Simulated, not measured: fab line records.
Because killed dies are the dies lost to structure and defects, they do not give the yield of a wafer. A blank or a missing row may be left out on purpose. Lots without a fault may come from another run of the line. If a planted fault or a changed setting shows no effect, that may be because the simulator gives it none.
Chamber matching | flow nand-harc | NHARC_A_M0_STRIP_18 on rie-diel-05 has 4 sister chambers
The step strips in N2/H2. 8 wafers are shown with their chamber, then 7 later ones without.

## WAFERS PAIRED WITH THEIR CHAMBERS
wafer  | chamber | showerhead-plenum-p-Torr (Torr) | oes-product-au (a.u.)
L075.5 | 1       | 2.04                            | 1.027
L080.4 | 3       | 2.13                            | 1.003
L080.5 | 2       | 1.91                            | 1.028
L083.1 | 1       | 2.03                            | 1.021
L083.2 | 0       | 2.01                            | 1.009
L083.3 | 3       | 2.13                            | 1.018
L090.2 | 2       | 1.91                            | 1.024
L090.3 | 0       | 2.01                            | 1.001

## WAFERS MISSING THEIR CHAMBER
wafer  | showerhead-plenum-p-Torr (Torr) | oes-product-au (a.u.)
L090.4 | 2.13                            | 0.992
L086.1 | 1.91                            | 1.036
L086.3 | 2.03                            | 1.014
L086.6 | 1.91                            | 1.038
L089.1 | 1.91                            | 1.031
L089.2 | 2.13                            | 1.002
L089.5 | 2.13                            | 1.018

## WHICH CHAMBER EACH WENT THROUGH
wafer  | from the rows above | in truth
L090.4 | 3                   | 3
L086.1 | 2                   | 2
L086.3 | 1                   | 1
L086.6 | 2                   | 2
L089.1 | 2                   | 2
L089.2 | 3                   | 3
L089.5 | 3                   | 3
Correctly placed: 7 of 7. Not placeable from these rows: 0. Number placed wrongly: 0.
How it was worked out, from the rows above alone: a wafer's distance from a chamber is the root of the sum, over the readings, of the square of ((its reading less the chamber's mean) divided by the reading's scatter). The wafer belongs to the nearest chamber; if the next one is less than 2 further off, it can't be placed. The mean given for a chamber averages the wafers shown for that chamber. The scatter: take each reading less its chamber's mean, square it, sum over the shown wafers, divide by the number of wafers less the number of chambers, and take the root.
